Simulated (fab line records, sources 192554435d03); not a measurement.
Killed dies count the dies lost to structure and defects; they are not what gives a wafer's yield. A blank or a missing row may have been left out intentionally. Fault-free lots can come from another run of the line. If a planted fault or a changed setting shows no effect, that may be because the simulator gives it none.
Split-lot trial / flow n5Finfet / on a route of 1938 steps: 7 lots, 21 wafers read

## ON THE SPLIT
At N5_BEOL_M0_SAQP_ETCH_107 (etches SiNx in CH3F/O2, target depth 30 nm), the setting biasW was moved away from the recipe's 73 W on 8 of the 21 wafers read, by -17.4% to +15.8%. For the rest of the wafers, this setting stayed at what the recipe calls for.

The reading comes from the split's own step.

## THE READING
rfVppV, in V, at N5_BEOL_M0_SAQP_ETCH_107 (etches SiNx in CH3F/O2, target depth 30 nm). On this fab line, fault-free wafers typically give 297 V with a standard deviation of 6.3 V.

wafer=L074.3; tool, chamber at the split=rieDiel-05, 3; biasW as run, W=73; against the recipe=recipe; rfVppV, V=293; against lot-mates on the recipe=-
wafer=L074.4; tool, chamber at the split=rieDiel-05, 3; biasW as run, W=73; against the recipe=recipe; rfVppV, V=295; against lot-mates on the recipe=-
wafer=L074.6; tool, chamber at the split=rieDiel-05, 1; biasW as run, W=73; against the recipe=recipe; rfVppV, V=293; against lot-mates on the recipe=-
wafer=L082.3; tool, chamber at the split=rieDiel-04, 0; biasW as run, W=62.15; against the recipe=-14.9%; rfVppV, V=258; against lot-mates on the recipe=-34
wafer=L082.4; tool, chamber at the split=rieDiel-04, 2; biasW as run, W=73; against the recipe=recipe; rfVppV, V=292; against lot-mates on the recipe=-
wafer=L082.5; tool, chamber at the split=rieDiel-04, 0; biasW as run, W=73; against the recipe=recipe; rfVppV, V=293; against lot-mates on the recipe=-
wafer=L084.2; tool, chamber at the split=rieDiel-05, 2; biasW as run, W=73; against the recipe=recipe; rfVppV, V=308; against lot-mates on the recipe=-
wafer=L084.5; tool, chamber at the split=rieDiel-05, 1; biasW as run, W=73; against the recipe=recipe; rfVppV, V=292; against lot-mates on the recipe=-
wafer=L084.6; tool, chamber at the split=rieDiel-05, 2; biasW as run, W=73; against the recipe=recipe; rfVppV, V=308; against lot-mates on the recipe=-
wafer=L087.2; tool, chamber at the split=rieDiel-04, 0; biasW as run, W=73; against the recipe=recipe; rfVppV, V=295; against lot-mates on the recipe=-
wafer=L087.3; tool, chamber at the split=rieDiel-04, 1; biasW as run, W=60.28; against the recipe=-17.4%; rfVppV, V=259; against lot-mates on the recipe=-36
wafer=L087.4; tool, chamber at the split=rieDiel-04, 0; biasW as run, W=60.28; against the recipe=-17.4%; rfVppV, V=253; against lot-mates on the recipe=-42
wafer=L089.3; tool, chamber at the split=rieDiel-04, 0; biasW as run, W=84.33; against the recipe=+15.5%; rfVppV, V=330; against lot-mates on the recipe=+32
wafer=L089.4; tool, chamber at the split=rieDiel-04, 2; biasW as run, W=73; against the recipe=recipe; rfVppV, V=293; against lot-mates on the recipe=-
wafer=L089.6; tool, chamber at the split=rieDiel-04, 1; biasW as run, W=73; against the recipe=recipe; rfVppV, V=302; against lot-mates on the recipe=-
wafer=L096.1; tool, chamber at the split=rieDiel-01, 3; biasW as run, W=84.51; against the recipe=+15.8%; rfVppV, V=324; against lot-mates on the recipe=+23
wafer=L096.2; tool, chamber at the split=rieDiel-01, 1; biasW as run, W=84.51; against the recipe=+15.8%; rfVppV, V=337; against lot-mates on the recipe=+36
wafer=L096.6; tool, chamber at the split=rieDiel-01, 1; biasW as run, W=73; against the recipe=recipe; rfVppV, V=301; against lot-mates on the recipe=-
wafer=L097.4; tool, chamber at the split=rieDiel-04, 3; biasW as run, W=63.99; against the recipe=-12.3%; rfVppV, V=277; against lot-mates on the recipe=-24
wafer=L097.5; tool, chamber at the split=rieDiel-04, 1; biasW as run, W=73; against the recipe=recipe; rfVppV, V=301; against lot-mates on the recipe=-
wafer=L097.6; tool, chamber at the split=rieDiel-04, 2; biasW as run, W=63.99; against the recipe=-12.3%; rfVppV, V=261; against lot-mates on the recipe=-40

FIT RESULTS
A straight line over all 21 wafers: rfVppV changes by +2.27 V for each +1% of biasW; r = +0.97; the points scatter about the line by 6 V.
The same after taking each lot's own level away (the mean of its wafers on the recipe; 21 wafers): +2.17 V for each +1%; r = +0.97; scatter 5.2 V.
According to that fit, moving biasW by its largest amount changes the reading by 38 V.
From 292.5 to 302.7 V: that is the span of the lots' own levels, equal to 1.6 times the standard deviation above.
So the lot-to-lot level changes the slope little: the two slopes agree.
Check: -39.8 V against its lot-mates is what the line predicts for one of the wafers moved furthest among these (-17.4%) when that wafer is left out of the fit. It came out at -36 V against them.
Tool readings at the split's step, against how far the setting was moved: rfVppV r = +0.97.

## OTHER SPLITS ON THESE WAFERS
Note: prior to the reading, these wafers also went through further splits. Each is held against what the fit with the lots' levels taken away leaves over:
other split on the same wafers=N5_MOL_CONTACT_COAG_EXPOSE_05 doseMj; wafers away from the commonest value=8; r with rfVppV (lot level and that fit taken away)=-0.02

## THE WHOLE CHAIN: every reading that the file lists as answering this split, in the file's order
step=N5_BEOL_M0_SAQP_ETCH_107; what it does=etches SiNx in CH3F/O2, target depth 30 nm; reading=rfVppV; change (the file's fit)=+2.2 V for each +1% of the setting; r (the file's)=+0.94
step=N5_BEOL_M0_SAQP_ETCH_107; what it does=etches SiNx in CH3F/O2, target depth 30 nm; reading=BEOL_M0_SAQP.featureDepthNm (the simulator's own value, which no gauge read); change (the file's fit)=+0.0871 nm for each +1% of the setting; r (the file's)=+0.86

## FILE'S OWN FIT
rfVppV changes by +2.2 V for each +1% of biasW, r = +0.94.
